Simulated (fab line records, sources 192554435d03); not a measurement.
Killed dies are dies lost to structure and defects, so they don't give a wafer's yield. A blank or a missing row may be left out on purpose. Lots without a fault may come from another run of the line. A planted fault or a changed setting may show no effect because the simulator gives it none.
One fault seen from 2 desks | flow n5_finfet | each desk has only its own numbers; what lay behind them comes last

THE METROLOGY DESK
What the gauges read, lot by lot, whatever tool the lot ran on: means of the sampled wafers that have a number. A lot is out of limits, marked OUT, if its mean lies more than 4 standard deviations from the usual mean; the brackets give that distance.
Columns: A = cd_nm at N5_FIN_CUT_CD_MEAS_08, usual 29.11 nm; B = trench_depth_nm at N5_STI_FIN_REVEAL_FIN_H_MEAS_10, usual 51.9 nm; C = cd_nm at N5_DUMMY_GATE_CD_MEAS_15, usual 25.03 nm
lot  | first seen here | A     | B               | C
L776 | day 2 08:08     | 28.96 | 51.6            | 24.98
L778 | day 2 20:56     | 29.33 | 53.3            | 24.89
L779 | day 3 03:38     | 28.94 | 51.6            | 24.93
L780 | day 3 09:16     | 29.19 | 52.2            | 25.04
L784 | day 4 09:58     | 28.98 | 51.4            | 25.17
L785 | day 4 15:12     | 29.06 | 52.7            | 24.81
L786 | day 5 01:02     | 29.27 | 51.6            | 24.92
L791 | day 6 04:26     | 28.97 | 52.8            | 24.80
L794 | day 6 22:42     | 29.26 | 48.5 (-4.7) OUT | 25.02
L795 | day 7 03:26     | 28.88 | 48.9 (-4.2) OUT | 24.82
L796 | day 7 11:35     | 29.10 | 46.0 (-8.1) OUT | 24.93
L798 | day 8 00:17     | 28.88 | 52.2            | 25.31
This desk's finding: out of limits on L794, L795, L796; first on L794, day 7 10:18 (trench_depth_nm at N5_STI_FIN_REVEAL_FIN_H_MEAS_10). In limits: L776, L778, L779, L780, L784, L785, L786, L791, L798.

THE TOOL OWNER'S DESK: rie_diel-03
The tool's own readings at N5_STI_FIN_REVEAL_ETCHBACK_08 (etches SiO2 in C4F6/O2, target depth 30.5 nm, time 10.167 s): means of the sampled wafers that have a number, for each lot that ran on this tool. A lot is out of limits, marked OUT, if its mean lies more than 4 standard deviations from the usual mean; the brackets give that distance.
Columns: A = C4F6_flow_sccm at N5_STI_FIN_REVEAL_ETCHBACK_08, usual 10.00 sccm; B = drypump_motor_current_A at N5_STI_FIN_REVEAL_ETCHBACK_08, usual 5.9 A; C = oes_product_au at N5_STI_FIN_REVEAL_ETCHBACK_08, usual 0.76 a.u.; D = rf_vpp_V at N5_STI_FIN_REVEAL_ETCHBACK_08, usual 660 V; E = showerhead_plenum_p_Torr at N5_STI_FIN_REVEAL_ETCHBACK_08, usual 2.83 Torr; F = throttle_valve_pct at N5_STI_FIN_REVEAL_ETCHBACK_08, usual 21.06 %
lot  | first seen here | A     | B   | C    | D   | E    | F
L778 | day 3 04:37     | 10.00 | 5.9 | 0.81 | 663 | 2.87 | 21.23
L780 | day 3 16:02     | 10.05 | 5.6 | 0.84 | 668 | 2.88 | 21.34
L791 | day 6 11:22     | 10.01 | 6.2 | 0.85 | 658 | 2.81 | 20.99
L794 | day 7 07:19     | 10.00 | 6.3 | 0.80 | 661 | 2.87 | 21.27
L795 | day 7 10:22     | 9.95  | 5.3 | 0.73 | 662 | 2.84 | 21.24
L796 | day 7 18:29     | 10.00 | 5.8 | 0.81 | 670 | 2.88 | 21.48
This desk's finding: nothing out of limits on any of the 6 lots.

PUT TOGETHER
The metrology desk could have raised an alarm at day 7 10:18, on L794, L795, L796.
The tool owner's desk saw nothing out of limits.
The tool owner's desk has L794, L795, L796 on record, within its limits.
Of the lots named, all ran N5_STI_FIN_REVEAL_ETCHBACK_08 on rie_diel-03.

WHAT THE SIMULATOR HAD PUT IN
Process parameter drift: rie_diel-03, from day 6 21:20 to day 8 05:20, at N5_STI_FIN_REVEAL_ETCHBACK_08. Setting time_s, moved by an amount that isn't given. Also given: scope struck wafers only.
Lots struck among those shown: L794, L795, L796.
Hours from the fault's start to each desk's first reading out of limits: the metrology desk, 13.
